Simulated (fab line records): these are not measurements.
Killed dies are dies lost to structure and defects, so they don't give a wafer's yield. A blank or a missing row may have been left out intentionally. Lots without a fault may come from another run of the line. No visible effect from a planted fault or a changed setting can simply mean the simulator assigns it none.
Chamber matching ; flow n5 finfet ; cmp-01 running N5_BEOL_M9_CMP_52: 4 sister chambers
The step polishes, stops on SiCOH lowk, t overpolish 7 s, target thk 140 nm. 4 wafers are shown with their chamber, then 12 later ones without.

== EACH WAFER AND ITS CHAMBER ==
wafer;chamber;motor current A (A)
L085.2;0;5.5
L089.4;3;5.8
L088.4;1;5.1
L088.5;2;6.3

== WAFERS WHOSE CHAMBER IS MISSING ==
wafer;motor current A (A)
L090.1;6.0
L090.5;5.8
L090.6;5.2
L095.1;5.7
L095.3;5.3
L095.6;6.3
L097.1;5.9
L097.3;5.2
L097.6;6.0
L096.1;5.3
L096.3;6.5
L096.4;5.9

== WHICH CHAMBER EACH ONE RAN IN ==
wafer;from the rows above;in truth
L090.1;can't be placed: 3 or 2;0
L090.5;3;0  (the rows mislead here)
L090.6;can't be placed: 1 or 0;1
L095.1;can't be placed: 3 or 0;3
L095.3;can't be placed: 0 or 1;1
L095.6;2;2
L097.1;3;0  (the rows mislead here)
L097.3;can't be placed: 1 or 0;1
L097.6;can't be placed: 3 or 2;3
L096.1;can't be placed: 0 or 1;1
L096.3;2;2
L096.4;3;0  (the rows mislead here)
Placed correctly: 2 of 12. From these rows, 7 cannot be placed; in 6 the true chamber is one of the candidates. Placed wrongly: 3.
How it was worked out, from the rows above alone: a wafer's distance from a chamber is the root of the sum, over the readings, of the square of ((its reading less the chamber's mean) divided by the reading's scatter). If the next closest chamber is less than 2 further off than the closest, the wafer can't be placed; otherwise it belongs to the closest. Each chamber's mean is taken over the wafers shown for it. The scatter: root of mean squared gap, hidden wafer to nearest shown wafer, with one shown wafer a chamber.
